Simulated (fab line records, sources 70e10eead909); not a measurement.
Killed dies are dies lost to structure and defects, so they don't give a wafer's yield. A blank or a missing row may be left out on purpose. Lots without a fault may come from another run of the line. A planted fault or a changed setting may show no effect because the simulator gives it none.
fab line records | flow nand_harc
record lots=24 wafers=72 last_day=24
route steps=1159 shown A_STAIRCASE@729 A_SGD_CUT@747 A_SLIT@795
lots that met no fault: from a run of the same line without faults
start_h: hours from the record's first day to the start of the lot's first wafer shown | wait_h: hours since the lot's step before | " the same as in the row above | L1.1+2: a row that stands for several wafers | - no value, or no start given | * or withheld: withheld | < > ~ a bound
route shown NAME@n: a module of which the file shows steps, and the number in the route of the first | usual: mean/standard deviation of fault-free wafers | same: alike in all rows | chamber/n: place in a boat | sites: the reading at each site | _std_site: their standard deviation | _edge_site: outer sites' mean less inner sites' | radius_mm: how far each site lies from the wafer's centre | mask NAME#n: copy n | behind: the tool/chamber that last shaped the wafer | hold: why the lot was held/for how many hours/how that ended | device: the transistor (n, p or np) that didn't switch | end of line: the same wafers' tests at the end of the route | a step without rows: its recipe alone | killed: dies lost to structure and defects at the first sort, not the wafer's yield | map: a wafer's dies, x killed, . not, _ none there
set.NAME: the setting as run; set.NAME@STEP: as run at that earlier step | model.NAME: the simulator's own value behind a step, which no gauge read
steps of the route over a sample of lots; a table a step, a row a wafer
services: from which hour (start_h, from the record's first day; less than 0 if before it) a tool's chamber was out of use, for how many hours, and why
## steps
# step NHARC_A_STAIRCASE_STRIP_446
# recipe power_w=1500 temp_c=250 chemistry=O2
# usual drypump_motor_current_A=5.8/0.45 heater_power_w=355/34
# columns lot.wafer tool chamber start_h wait_h drypump_motor_current_A heater_power_w rf_hours_counter_h
L075.3 plasma_asher-02 1 311.24 0.1 5.2 320 -
L075.4 " 0 " " 5.7 347 -
L075.5 " 1 " " 5.2 325 -
L074.2 plasma_asher-01 0 311.40 0.1 6.5 408 7
L074.3 " 0 " " 6.5 405 -
L074.6 " 1 " " 5.8 359 -
L076.2 plasma_asher-02 0 311.83 0.0 5.7 341 41
L076.6 " 0 " " 5.7 340 -
L076.5 " 1 " " 5.2 313 -
L080.1 plasma_asher-02 0 329.70 0.3 5.7 335 49
L080.5 " 1 " " 5.2 329 -
L080.6 " 0 " " 5.7 340 -
L077.3 plasma_asher-01 0 329.77 0.3 6.5 413 -
L077.5 " 0 " " 6.5 403 -
L077.6 " 1 " " 5.8 360 -
L078.3 plasma_asher-01 0 330.05 0.4 6.5 408 -
L078.4 " 1 " " 5.8 366 -
L078.5 " 0 " " 6.5 407 -
L079.2 plasma_asher-02 1 330.96 0.1 5.2 315 50
L079.3 " 1 " " 5.2 335 -
L079.6 " 1 " " 5.2 316 -
L081.2 plasma_asher-01 1 343.39 0.2 5.8 359 19
L081.1 " 0 " " 6.5 403 19
L081.6 " 1 " " 5.8 368 -
L083.2 plasma_asher-01 0 354.53 0.0 6.5 408 22
L083.4 " 0 " " 6.5 393 -
L083.3 " 1 " " 5.8 360 -
L082.2 plasma_asher-02 0 354.93 0.0 5.7 335 58
L082.4 " 0 " " 5.7 335 -
L082.6 " 1 " " 5.2 324 -
L084.1 plasma_asher-01 0 366.98 0.2 6.4 405 27
L084.5 " 1 " " 5.7 358 -
L084.6 " 0 " " 6.5 403 -
L086.2 plasma_asher-01 1 380.56 0.2 5.8 359 33
L086.3 " 1 " " 5.8 353 -
L086.5 " 1 " " 5.8 364 -
L085.1 plasma_asher-02 0 380.59 0.2 5.7 352 4
L085.6 " 0 " " 5.7 351 -
L085.5 " 1 " " 5.1 309 -
L087.2 plasma_asher-02 1 380.87 0.1 5.2 304 5
L087.3 " 0 " " 5.7 346 -
L087.5 " 1 " " 5.2 300 -
L089.2 plasma_asher-02 0 396.98 0.1 5.7 345 12
L089.3 " 0 " " 5.7 345 -
L089.5 " 0 " " 5.7 352 -
L088.2 plasma_asher-01 0 397.12 0.1 6.5 403 39
L088.4 " 1 " " 5.8 362 -
L088.5 " 1 " " 5.8 366 -
L090.1 plasma_asher-01 0 401.89 0.1 6.4 388 40
L090.3 " 0 " " 6.4 415 -
L090.5 " 1 " " 5.8 366 -
L091.1 plasma_asher-02 1 402.05 0.1 5.2 299 13
L091.6 " 0 " " 5.7 343 -
L091.5 " 1 " " 5.2 297 -
L092.1 plasma_asher-01 0 407.03 0.1 6.5 399 41
L092.4 " 0 " " 6.5 407 -
L092.6 " 1 " " 5.9 363 -
L093.2 plasma_asher-02 1 407.29 0.2 5.2 302 14
L093.3 " 0 " " 5.7 360 -
L093.6 " 0 " " 5.7 353 -
L095.3 plasma_asher-02 1 417.86 0.2 5.1 296 -
L095.6 " 0 " " 5.7 336 -
L095.5 " 1 " " 5.2 305 -
L094.1 plasma_asher-02 0 418.13 0.3 5.7 345 18
L094.3 " 1 " " 5.2 302 -
L094.5 " 1 " " 5.2 301 -
L096.2 plasma_asher-01 1 418.36 0.4 5.8 362 45
L096.1 " 0 " " 6.4 391 45
L096.3 " 0 " " 6.5 404 -
L097.2 plasma_asher-01 1 452.42 0.3 5.8 357 57
L097.3 " 1 " " 5.8 358 -
L097.5 " 1 " " 5.8 359 -
# step NHARC_A_SGD_CUT_DEP_00
# recipe target_thk_a=500 temp_c=400 target_thk_nm=50 flow_sccm=200 rf_w=450 material=SiNx
# usual heater_power_outer_w=441/46 heater_power_w=738/71
# columns lot.wafer tool chamber start_h wait_h heater_power_outer_w heater_power_w
L075.3 pecvd-04 2 314.01 0.1 511 809
L075.4 " 0 " " 450 744
L075.5 " 1 " " 424 727
L074.2 pecvd-01 0 314.32 0.1 428 746
L074.3 " 1 " " 417 722
L074.6 " 1 " " 421 717
L076.2 pecvd-03 2 314.69 0.1 533 875
L076.5 " 2 " " 533 842
L076.6 " 0 " " 356 639
L080.1 pecvd-04 0 332.35 0.1 402 670
L080.5 " 0 " " 412 669
L080.6 " 1 " " 459 763
L078.3 pecvd-03 0 332.78 0.1 368 641
L078.4 " 2 " " 512 856
L078.5 " 1 " " 454 791
L077.3 pecvd-04 0 332.85 0.2 392 665
L077.6 " 1 " " 450 756
L077.5 " 0 " " 396 665
L079.2 pecvd-01 0 333.63 0.1 432 738
L079.3 " 1 " " 470 770
L079.6 " 0 " " 432 747
L081.1 pecvd-04 0 346.09 0.1 436 697
L081.2 " 2 " " 421 710
L081.6 " 1 " " 455 778
L083.3 pecvd-03 0 357.28 0.1 430 720
L083.2 " 2 " " 546 901
L083.4 " 2 " " 560 889
L082.2 pecvd-04 2 357.72 0.1 518 830
L082.4 " 0 " " 395 668
L082.6 " 0 " " 404 667
L084.1 pecvd-03 0 369.85 0.2 436 721
L084.5 " 1 " " 445 756
L084.6 " 2 " " 539 868
L086.3 pecvd-03 1 383.42 0.2 384 685
L086.2 " 2 " " 540 882
L086.5 " 0 " " 457 764
L085.1 pecvd-03 2 383.68 0.1 471 787
L085.6 " 0 " " 419 721
L085.5 " 1 " " 474 828
L087.2 pecvd-03 1 383.80 0.2 478 827
L087.3 " 0 " " 446 752
L087.5 " 2 " " 541 871
L089.3 pecvd-01 2 399.67 0.1 366 597
L089.2 " 0 " " 389 680
L089.5 " 0 " " 388 680
L088.2 pecvd-01 2 399.84 0.1 362 571
L088.5 " 1 " " 429 748
L088.4 " 2 " " 364 593
L090.3 pecvd-04 2 404.50 0.1 455 712
L090.1 " 1 " " 391 685
L090.5 " 1 " " 399 680
L091.1 pecvd-01 2 404.76 0.1 403 638
L091.5 " 2 " " 421 644
L091.6 " 1 " " 460 778
L092.1 pecvd-01 0 409.65 0.1 442 755
L092.4 " 0 " " 435 753
L092.6 " 1 " " 467 754
L093.2 pecvd-01 2 409.99 0.1 394 622
L093.3 " 1 " " 393 667
L093.6 " 2 " " 396 625
L095.3 pecvd-03 0 420.90 0.1 433 733
L095.6 " 2 " " 523 856
L095.5 " 0 " " 433 744
L094.1 pecvd-03 1 421.06 0.1 422 750
L094.3 " 2 " " 436 727
L094.5 " 1 " " 433 757
L096.2 pecvd-04 0 421.17 0.1 469 746
L096.3 " 1 " " 349 660
L096.1 " 2 " " 503 771
L097.3 pecvd-01 1 455.07 0.1 393 694
L097.2 " 2 " " 436 691
L097.5 " 2 " " 440 692
# step NHARC_A_SGD_CUT_INSPECT_11
# usual raw_defect_count=18/10
# columns lot.wafer tool chamber start_h wait_h raw_defect_count
L075.3 defect_inspect-01 - 314.75 0.0 17
L075.4 " - " " 20
L075.5 " - " " 23
L074.2 defect_inspect-01 - 315.17 0.0 9
L074.3 " - " " 4
L074.6 " - " " 10
L076.2 defect_inspect-01 - 315.51 0.0 4
L076.5 " - " " 6
L076.6 " - " " 5
L080.1 defect_inspect-02 - 333.28 0.0 23
L080.5 " - " " 23
L080.6 " - " " 26
L078.3 defect_inspect-01 - 333.61 0.0 20
L078.4 " - " " 16
L078.5 " - " " 23
L077.3 defect_inspect-01 - 333.77 0.0 4
L077.5 " - " " 8
L077.6 " - " " 6
L079.2 defect_inspect-01 - 334.32 0.0 9
L079.3 " - " " 5
L079.6 " - " " 5
L081.1 defect_inspect-02 - 346.94 0.0 26
L081.2 " - " " 23
L081.6 " - " " 17
L083.2 defect_inspect-01 - 358.13 0.0 9
L083.3 " - " " 6
L083.4 " - " " 4
L082.2 defect_inspect-02 - 358.61 0.0 19
L082.4 " - " " 26
L082.6 " - " " 29
L084.1 defect_inspect-01 - 370.70 0.0 8
L084.5 " - " " 9
L084.6 " - " " 7
L086.2 defect_inspect-02 - 384.24 0.0 7
L086.3 " - " " 14
L086.5 " - " " 8
L085.1 defect_inspect-02 - 384.47 0.0 23
L085.5 " - " " 20
L085.6 " - " " 24
L087.2 defect_inspect-02 - 384.65 0.0 25
L087.3 " - " " 26
L087.5 " - " " 28
L089.2 defect_inspect-02 - 400.49 0.0 34
L089.3 " - " " 35
L089.5 " - " " 32
L088.2 defect_inspect-01 - 400.68 0.0 13
L088.4 " - " " 11
L088.5 " - " " 13
L090.1 defect_inspect-02 - 405.35 0.0 9
L090.3 " - " " 12
L090.5 " - " " 6
L091.1 defect_inspect-02 - 405.60 0.0 31
L091.5 " - " " 34
L091.6 " - " " 24
L092.1 defect_inspect-02 - 410.49 0.0 17
L092.4 " - " " 16
L092.6 " - " " 20
L093.2 defect_inspect-01 - 410.71 0.0 33
L093.3 " - " " 29
L093.6 " - " " 38
L095.3 defect_inspect-02 - 421.69 0.0 21
L095.5 " - " " 14
L095.6 " - " " 6
L094.1 defect_inspect-01 - 421.75 0.0 18
L094.3 " - " " 12
L094.5 " - " " 7
L096.1 defect_inspect-02 - 422.03 0.0 41
L096.2 " - " " 41
L096.3 " - " " 36
L097.2 defect_inspect-01 - 455.91 0.0 10
L097.3 " - " " 9
L097.5 " - " " 21
# step NHARC_A_SGD_CUT_ETCH_59
# recipe target_depth_a=2600 over_etch_frac=0.25 time_s=406.25 ion_energy_ev=200 n2_flow_sccm=150 h2_flow_sccm=150 ar_flow_sccm=0 rf_w=400 bias_w=150 chemistry=N2/H2
# usual drypump_motor_current_A=5.6/0.47 mfc_ar_sccm=0.004/0.0077 oes_product_au=1.001/0.0076 rf_vpp_V=430.5/2.4 showerhead_plenum_p_Torr=2.04/0.081 throttle_valve_pct=14.171/0.0078
# columns lot.wafer tool chamber start_h wait_h drypump_motor_current_A mfc_ar_sccm oes_product_au rf_hours_counter_h rf_vpp_V showerhead_plenum_p_Torr throttle_valve_pct
L075.4 rie_diel-02 3 - - 5.5 0 0.999 11 429.8 1.99 14.176
L075.3 " 2 " " 6.1 0 1.008 11 429.5 2.07 14.167
L075.5 " 0 " " 5.5 0.006 1.005 - 427.2 1.92 14.169
L074.3 rie_diel-04 0 - - 5.4 0.008 0.995 1 435.4 2.17 14.173
L074.2 " 2 " " 5.3 0 1.002 1 432.0 2.05 14.174
L074.6 " 1 " " 5.3 0.006 1.005 - 434.7 2.18 14.160
L076.2 rie_diel-03 0 - - 6.0 0 0.992 10 432.0 2.12 14.185
L076.6 " 1 " " 5.9 0 0.986 - 430.1 2.01 14.165
L076.5 " 2 " " 5.0 0.003 1.007 - 428.6 1.97 14.173
L080.1 rie_diel-04 2 - - 5.3 0 0.991 3 430.4 2.05 14.170
L080.5 " 3 " " 6.5 0.028 1.007 - 431.0 2.06 14.178
L080.6 " 0 " " 5.3 0.008 1.000 - 434.8 2.17 14.180
L078.4 rie_diel-03 1 - - 5.9 0 0.988 14 429.9 2.01 14.185
L078.3 " 2 " " 5.1 0.003 1.000 14 429.2 1.97 14.169
L078.5 " 2 " " 5.1 0.003 1.009 - 429.9 1.97 14.183
L077.3 rie_diel-03 1 - - 5.9 0 0.993 14 429.3 2.01 14.159
L077.5 " 1 " " 5.8 0 0.982 - 429.2 2.01 14.167
L077.6 " 2 " " 5.1 0.003 1.006 - 430.0 1.96 14.182
L079.2 rie_diel-04 1 - - 5.2 0.006 1.003 3 435.1 2.18 14.167
L079.3 " 2 " " 5.3 0 0.982 3 430.1 2.04 14.161
L079.6 " 3 " " 6.5 0.028 1.001 - 430.6 2.06 14.176
L081.1 rie_diel-04 2 - - 5.3 0 1.001 4 431.4 2.04 14.173
L081.2 " 0 " " 5.3 0.008 1.000 5 432.8 2.17 14.163
L081.6 " 1 " " 5.3 0.006 1.007 - 434.7 2.18 14.172
L083.3 rie_diel-04 1 - - 5.3 0.006 0.998 6 435.4 2.18 14.160
L083.4 " 2 " " 5.3 0 0.999 6 431.4 2.04 14.164
L083.2 " 3 " " 6.5 0.028 1.007 6 430.5 2.05 14.169
L082.4 rie_diel-03 0 - - 6.1 0 0.996 16 432.4 2.12 14.164
L082.2 " 2 " " 5.0 0.003 1.007 18 427.8 1.96 14.165
L082.6 " 1 " " 5.9 0 0.986 - 430.1 2.01 14.171
L084.1 rie_diel-02 0 - - 5.5 0.006 1.012 2 426.3 1.91 14.162
L084.6 " 3 " " 5.5 0 1.013 - 430.6 1.99 14.169
L084.5 " 0 " " 5.5 0.006 1.021 - 427.2 1.91 14.179
L086.2 rie_diel-02 3 - - 5.6 0 1.019 2 429.3 1.99 14.178
L086.3 " 0 " " 5.5 0.006 1.015 3 427.8 1.91 14.171
L086.5 " 2 " " 6.1 0 1.001 - 432.1 2.06 14.170
L085.1 rie_diel-04 2 - - 5.3 0 0.993 8 432.0 2.04 14.166
L085.6 " 2 " " 5.3 0 0.989 - 430.0 2.04 14.174
L085.5 " 3 " " 6.5 0.028 1.006 - 432.1 2.05 14.173
L087.3 rie_diel-03 1 - - 5.8 0 0.989 21 430.9 2.01 14.182
L087.2 " 3 " " 5.0 0 1.000 19 429.2 2.00 14.167
L087.5 " 0 " " 6.1 0 1.004 - 431.6 2.12 14.175
L089.2 rie_diel-02 0 - - 5.5 0.006 0.996 4 427.0 1.91 14.176
L089.3 " 1 " " 6.0 0 0.995 4 428.5 1.93 14.159
L089.5 " 1 " " 6.0 0 1.003 - 427.7 1.93 14.174
L088.2 rie_diel-02 1 - - 6.1 0 1.000 5 426.0 1.93 14.159
L088.4 " 2 " " 6.1 0 0.996 4 431.4 2.06 14.163
L088.5 " 0 " " 5.5 0.006 1.010 - 427.0 1.91 14.169
L090.3 rie_diel-04 2 - - 5.3 0 1.001 10 429.6 2.04 14.169
L090.1 " 3 " " 6.5 0.028 1.013 11 431.9 2.05 14.163
L090.5 " 3 " " 6.5 0.028 1.005 - 431.3 2.05 14.166
L091.1 rie_diel-03 1 - - 5.9 0 0.989 0 428.5 2.01 14.160
L091.5 " 3 " " 5.0 0 0.998 - 430.0 2.00 14.169
L091.6 " 0 " " 6.1 0 1.013 - 431.8 2.12 14.172
L092.4 rie_diel-03 3 - - 5.0 0 1.003 1 430.5 2.00 14.157
L092.1 " 2 " " 5.0 0.003 1.011 1 426.7 1.96 14.175
L092.6 " 0 " " 6.1 0 1.014 - 432.1 2.12 14.172
L093.2 rie_diel-02 0 - - 5.5 0.006 1.001 5 426.5 1.91 14.167
L093.3 " 2 " " 6.1 0 0.996 5 433.3 2.06 14.168
L093.6 " 0 " " 5.5 0.006 1.005 - 426.1 1.91 14.166
L094.3 rie_diel-04 0 - - 5.3 0.008 1.005 13 433.9 2.16 14.159
L094.1 " 2 " " 5.3 0 1.000 12 429.5 2.04 14.178
L094.5 " 0 " " 5.3 0.008 1.000 - 433.6 2.16 14.176
L095.3 rie_diel-03 1 - - 5.9 0 0.999 2 429.3 2.01 14.172
L095.5 " 2 " " 5.1 0.003 0.998 - 428.6 1.96 14.156
L095.6 " 3 " " 5.0 0 1.000 - 427.3 2.00 14.174
L096.2 rie_diel-03 2 - - 5.1 0.003 1.005 3 429.1 1.96 14.164
L096.3 " 3 " " 5.0 0 1.008 3 428.4 2.00 14.180
L096.1 " 0 " " 6.1 0 0.993 3 431.2 2.12 14.170
L097.3 rie_diel-03 3 - - 5.0 0 0.999 6 429.7 2.00 14.184
L097.2 " 0 " " 6.1 0 1.001 5 430.9 2.12 14.164
L097.5 " 3 " " 5.0 0 1.004 - 429.4 2.00 14.181
# step NHARC_A_SGD_CUT_STRIP_28
# recipe time_s=20 o2_flow_sccm=500 ar_flow_sccm=0 bias_w=0 chemistry=O2
# usual drypump_motor_current_A=5.7/0.43 mfc_ar_sccm=0.004/0.0074 oes_product_au=1.002/0.0072 rf_vpp_V=57.9/0.85 showerhead_plenum_p_Torr=3.51/0.13 throttle_valve_pct=17.036/0.0089
# columns lot.wafer tool chamber start_h wait_h drypump_motor_current_A mfc_ar_sccm oes_product_au rf_hours_counter_h rf_vpp_V showerhead_plenum_p_Torr throttle_valve_pct
L076.2 rie_diel-02 0 - - 5.5 0.006 1.004 11 57.7 3.33 17.035
L076.5 " 3 " " 5.5 0 0.994 - 58.0 3.45 17.047
L076.6 " 0 " " 5.5 0.006 1.002 - 57.8 3.33 17.034
L075.3 rie_diel-04 3 - - 6.5 0.028 1.014 2 58.3 3.55 17.036
L075.4 " 0 " " 5.4 0.008 1.009 2 58.5 3.73 17.033
L075.5 " 3 " " 6.5 0.028 1.006 - 57.8 3.55 17.035
L074.3 rie_diel-02 2 - - 6.0 0 0.998 12 59.4 3.57 17.018
L074.2 " 3 " " 5.5 0 0.999 13 57.9 3.45 17.033
L074.6 " 2 " " 6.0 0 0.994 - 57.7 3.57 17.036
L079.2 rie_diel-02 2 - - 6.1 0 0.994 0 59.0 3.57 17.037
L079.3 " 3 " " 5.5 0 1.002 0 57.9 3.45 17.055
L079.6 " 2 " " 6.1 0 0.986 - 57.5 3.57 17.037
L078.4 rie_diel-04 1 - - 5.3 0.006 0.996 4 59.0 3.75 17.030
L078.3 " 3 " " 6.5 0.028 0.998 4 54.5 3.55 17.028
L078.5 " 2 " " 5.3 0 1.003 - 58.4 3.54 17.026
L080.1 rie_diel-04 2 - - 5.3 0 0.996 4 58.4 3.54 17.046
L080.6 " 0 " " 5.3 0.008 0.995 - 59.0 3.72 17.053
L080.5 " 1 " " 5.3 0.006 1.008 - 58.6 3.75 17.030
L077.3 rie_diel-02 0 - - 5.5 0.006 1.001 0 58.1 3.33 17.029
L077.5 " 3 " " 5.5 0 1.004 - 57.8 3.45 17.025
L077.6 " 0 " " 5.5 0.006 1.007 - 57.2 3.33 17.016
L081.1 rie_diel-02 0 - - 5.5 0.006 1.006 1 57.6 3.33 17.044
L081.2 " 1 " " 6.0 0 1.006 1 56.2 3.36 17.066
L081.6 " 1 " " 6.1 0 1.002 - 58.6 3.36 17.045
L083.2 rie_diel-02 1 - - 6.1 0 0.996 2 56.3 3.36 17.044
L083.3 " 2 " " 6.1 0 0.992 1 57.4 3.57 17.021
L083.4 " 0 " " 5.5 0.006 1.005 1 57.7 3.33 17.029
L082.4 rie_diel-03 1 - - 5.9 0 0.983 18 56.7 3.48 17.044
L082.2 " 3 " " 5.0 0 1.003 16 58.4 3.47 17.039
L082.6 " 1 " " 5.8 0 0.982 - 58.4 3.48 17.044
L084.1 rie_diel-04 3 377.11 0.2 6.5 0.028 1.005 8 56.5 3.55 17.038
L084.6 " 3 " " 6.5 0.028 1.000 - 58.4 3.55 17.018
L084.5 " 2 " " 5.3 0 0.994 - 56.5 3.53 17.046
L085.1 rie_diel-04 1 - - 5.3 0.006 1.007 8 57.3 3.75 17.032
L085.6 " 0 " " 5.4 0.008 1.004 - 57.6 3.72 17.053
L085.5 " 1 " " 5.3 0.006 1.003 - 59.1 3.75 17.040
L087.2 rie_diel-02 3 - - 5.5 0 1.010 3 57.4 3.45 17.032
L087.3 " 0 " " 5.5 0.006 1.008 3 57.2 3.33 17.049
L087.5 " 2 " " 6.1 0 1.002 - 57.7 3.57 17.025
L086.3 rie_diel-03 0 - - 6.1 0 1.006 18 58.4 3.65 17.035
L086.2 " 2 " " 5.1 0.003 1.003 21 58.0 3.41 17.021
L086.5 " 0 " " 6.1 0 1.001 - 57.5 3.65 17.037
L089.2 rie_diel-02 1 - - 6.1 0 1.009 5 56.4 3.36 17.032
L089.3 " 3 " " 5.5 0 1.008 4 57.9 3.45 17.033
L089.5 " 2 " " 6.1 0 1.000 - 59.1 3.56 17.042
L088.4 rie_diel-04 3 - - 6.5 0.028 1.012 11 56.6 3.55 17.036
L088.2 " 0 " " 5.3 0.008 1.006 11 58.0 3.72 17.026
L088.5 " 2 " " 5.3 0 1.002 - 57.3 3.53 17.039
L090.3 rie_diel-03 2 - - 5.0 0.003 0.995 2 57.2 3.41 17.036
L090.1 " 0 " " 6.1 0 1.001 1 58.2 3.65 17.029
L090.5 " 3 " " 5.0 0 0.995 - 58.0 3.47 17.025
L091.1 rie_diel-02 3 - - 5.5 0 1.006 5 58.4 3.45 17.040
L091.5 " 0 " " 5.6 0.006 1.022 - 57.7 3.33 17.035
L091.6 " 1 " " 6.1 0 1.001 - 58.9 3.36 17.028
L092.4 rie_diel-02 0 - - 5.5 0.006 1.014 6 57.2 3.33 17.034
L092.1 " 1 " " 6.1 0 1.010 6 56.7 3.36 17.031
L092.6 " 3 " " 5.5 0 1.012 - 56.9 3.45 17.035
L093.2 rie_diel-03 2 - - 5.0 0.003 1.000 2 58.3 3.41 17.037
L093.3 " 3 " " 5.0 0 1.005 2 58.0 3.47 17.033
L093.6 " 1 " " 5.8 0 1.003 - 58.7 3.48 17.053
L094.1 rie_diel-03 1 - - 5.8 0 0.989 3 56.7 3.48 17.030
L094.3 " 0 " " 6.1 0 1.006 4 57.0 3.65 17.035
L094.5 " 1 " " 5.9 0 0.995 - 56.7 3.48 17.036
L095.3 rie_diel-04 3 - - 6.5 0.028 1.011 14 58.1 3.55 17.039
L095.5 " 0 " " 5.3 0.008 0.995 - 59.1 3.72 17.028
L095.6 " 1 " " 5.2 0.006 1.009 - 58.4 3.74 17.035
L096.3 rie_diel-04 0 - - 5.4 0.008 0.998 14 58.3 3.72 17.022
L096.2 " 2 " " 5.3 0 1.003 14 57.4 3.53 17.054
L096.1 " 3 " " 6.5 0.028 0.999 14 57.5 3.55 17.039
L097.3 rie_diel-02 3 - - 5.5 0 1.003 9 56.9 3.44 17.042
L097.2 " 1 " " 6.1 0 1.000 9 56.4 3.36 17.022
L097.5 " 3 " " 5.5 0 0.996 - 59.3 3.44 17.028
# step NHARC_A_SLIT_ETCH_15
# recipe target_depth_a=32000 over_etch_frac=0.3 time_s=832 ion_energy_ev=150 o2_flow_sccm=400 cos_flow_sccm=20 ar_flow_sccm=0 rf_w=500 bias_w=300 chemistry=O2/COS
# usual drypump_motor_current_A=5.6/0.64 mfc_ar_sccm=0.006/0.01 oes_product_au=0.999/0.0073 rf_vpp_V=314.9/1.7 showerhead_plenum_p_Torr=3.17/0.11 throttle_valve_pct=28.331/0.0099
# columns lot.wafer tool chamber start_h wait_h drypump_motor_current_A mfc_ar_sccm oes_product_au rf_hours_counter_h rf_vpp_V showerhead_plenum_p_Torr throttle_valve_pct
L076.2 rie_diel-09 3 - - 4.7 0 1.004 6 318.0 3.17 28.333
L076.5 " 1 " " 5.8 0.029 0.993 - 313.3 3.03 28.330
L076.6 " 2 " " 5.4 0 0.984 - 313.1 3.01 28.331
L075.3 rie_diel-13 2 - - 5.2 0.006 1.005 2 316.6 3.25 28.332
L075.4 " 3 " " 6.5 0 1.001 2 315.2 3.23 28.332
L075.5 " 2 " " 5.2 0.006 0.999 - 316.7 3.25 28.328
L074.2 rie_diel-13 2 - - 5.2 0.006 1.005 3 316.0 3.26 28.333
L074.3 " 1 " " 6.8 0 0.995 3 316.5 3.23 28.339
L074.6 " 2 " " 5.2 0.006 1.004 - 316.5 3.26 28.346
L079.3 rie_diel-13 0 - - 4.8 0.013 1.003 3 311.9 3.01 28.340
L079.2 " 2 " " 5.2 0.006 1.000 3 315.0 3.25 28.325
L079.6 " 3 " " 6.5 0 1.008 - 317.8 3.23 28.334
L078.4 rie_diel-06 2 - - 5.6 0 0.991 5 316.7 3.35 28.348
L078.3 " 0 " " 6.0 0 0.990 5 316.6 3.23 28.330
L078.5 " 2 " " 5.6 0 0.999 - 317.9 3.35 28.332
L080.1 rie_diel-09 1 - - 5.8 0.029 0.994 6 311.7 3.02 28.334
L080.5 " 2 " " 5.4 0 0.994 - 312.6 3.01 28.310
L080.6 " 3 " " 4.7 0 0.993 - 314.8 3.17 28.316
L077.3 rie_diel-06 0 - - 5.9 0 1.000 6 314.7 3.23 28.345
L077.5 " 1 " " 6.2 0 1.001 - 316.7 3.25 28.332
L077.6 " 2 " " 5.6 0 1.003 - 314.3 3.35 28.326
L081.1 rie_diel-06 3 - - 5.0 0.002 1.004 7 314.8 3.15 28.326
L081.2 " 0 " " 5.9 0 0.985 7 316.4 3.23 28.333
L081.6 " 0 " " 5.9 0 0.997 - 316.8 3.23 28.323
L083.3 rie_diel-13 1 - - 6.8 0 1.001 5 314.8 3.22 28.325
L083.2 " 2 " " 5.2 0.006 1.001 5 315.4 3.25 28.322
L083.4 " 3 " " 6.5 0 1.003 6 316.4 3.23 28.342
L082.2 rie_diel-09 3 - - 4.7 0 0.986 9 315.2 3.17 28.329
L082.4 " 0 " " 5.1 0.024 1.004 8 317.1 3.31 28.330
L082.6 " 2 " " 5.4 0 0.982 - 313.2 3.01 28.329
L084.1 rie_diel-09 3 - - 4.7 0 0.993 10 315.3 3.17 28.329
L084.5 " 0 " " 5.1 0.024 0.998 - 316.7 3.31 28.326
L084.6 " 1 " " 5.8 0.029 1.006 - 313.3 3.02 28.340
L087.2 rie_diel-13 0 - - 4.8 0.013 1.003 7 312.6 3.01 28.321
L087.3 " 2 " " 5.2 0.006 1.011 7 314.5 3.25 28.339
L087.5 " 0 " " 4.8 0.013 1.005 - 311.5 3.01 28.323
L085.1 rie_diel-06 3 - - 5.0 0.002 0.991 9 315.1 3.15 28.342
L085.5 " 3 " " 5.0 0.002 0.994 - 315.1 3.15 28.320
L085.6 " 0 " " 5.9 0 0.999 - 316.3 3.23 28.332
L086.3 rie_diel-09 1 - - 5.8 0.029 1.006 10 313.3 3.02 28.336
L086.2 " 2 " " 5.4 0 1.001 12 311.4 3.01 28.321
L086.5 " 3 " " 4.7 0 0.996 - 315.0 3.17 28.332
L089.3 rie_diel-13 1 - - 6.8 0 1.005 8 316.0 3.22 28.332
L089.2 " 2 " " 5.2 0.006 1.008 8 316.9 3.25 28.342
L089.5 " 1 " " 6.8 0 0.996 - 315.8 3.22 28.324
L088.2 rie_diel-09 1 - - 5.8 0.029 0.989 12 313.6 3.02 28.322
L088.4 " 0 " " 5.1 0.024 1.003 12 315.8 3.31 28.341
L088.5 " 1 " " 5.7 0.029 1.002 - 312.7 3.02 28.326
L091.1 rie_diel-06 2 - - 5.6 0 1.005 11 316.3 3.35 28.334
L091.6 " 0 " " 5.9 0 0.996 - 316.7 3.22 28.352
L091.5 " 1 " " 6.2 0 0.994 - 315.2 3.25 28.310
L090.3 rie_diel-09 1 - - 5.8 0.029 0.995 13 311.8 3.02 28.323
L090.1 " 2 " " 5.4 0 1.002 14 311.6 3.01 28.309
L090.5 " 0 " " 5.1 0.024 1.001 - 316.5 3.31 28.330
L092.1 rie_diel-13 0 - - 4.8 0.013 0.995 9 311.9 3.01 28.348
L092.4 " 2 " " 5.2 0.006 0.998 9 314.9 3.25 28.352
L092.6 " 1 " " 6.8 0 1.005 - 314.5 3.22 28.333
L093.2 rie_diel-09 1 - - 5.8 0.029 1.010 13 312.1 3.02 28.346
L093.3 " 3 " " 4.7 0 0.991 14 313.9 3.17 28.332
L093.6 " 2 " " 5.4 0 0.990 - 313.6 3.00 28.323
L094.1 rie_diel-06 0 - - 5.9 0 0.993 1 315.7 3.22 28.343
L094.3 " 3 " " 5.0 0.002 1.010 1 315.5 3.15 28.343
L094.5 " 0 " " 6.0 0 0.997 - 315.3 3.22 28.338
L095.3 rie_diel-06 2 - - 5.7 0 1.001 1 317.0 3.35 28.304
L095.6 " 2 " " 5.6 0 1.008 - 317.4 3.35 28.329
L095.5 " 3 " " 5.0 0.002 1.020 - 316.3 3.15 28.331
L096.2 rie_diel-13 2 - - 5.2 0.006 1.014 10 316.1 3.25 28.328
L096.3 " 3 " " 6.5 0 1.009 10 314.8 3.23 28.339
L096.1 " 0 " " 4.8 0.013 0.997 10 313.3 3.01 28.339
L097.3 rie_diel-09 3 - - 4.7 0 1.004 2 314.7 3.16 28.346
L097.2 " 0 " " 5.1 0.024 0.998 2 315.6 3.31 28.329
L097.5 " 2 " " 5.4 0 0.981 - 313.0 3.00 28.334
## services
# columns tool chamber start_h hours kind
rie_diel-04 - 288.90 9.0 pm
plasma_asher-01 - 289.04 3.3 repair
rie_diel-02 0 289.72 5.5 repair
pecvd-03 - 292.24 13.0 pm
rie_diel-06 0 294.43 1.8 repair
rie_diel-04 2 298.23 2.7 repair
rie_diel-02 3 307.06 2.3 repair
rie_diel-02 1 326.67 5.9 repair
rie_diel-02 - 327.70 9.0 pm
plasma_asher-01 - 355.74 1.9 repair
plasma_asher-02 - 360.00 9.0 pm
rie_diel-13 - 362.67 0.1 repair
pecvd-01 1 367.07 10.4 repair
rie_diel-04 1 372.98 6.7 repair
rie_diel-03 0 373.75 1.7 repair
rie_diel-03 - 392.52 9.0 pm
rie_diel-04 - 396.78 0.3 repair
pecvd-03 - 416.29 0.8 repair
pecvd-01 - 418.19 13.0 pm
rie_diel-09 3 425.47 5.0 repair
rie_diel-09 - 431.22 9.0 pm
rie_diel-09 2 441.12 9.9 repair
plasma_asher-01 - 453.00 9.0 pm
rie_diel-13 - 453.00 9.0 pm
## key
fault none
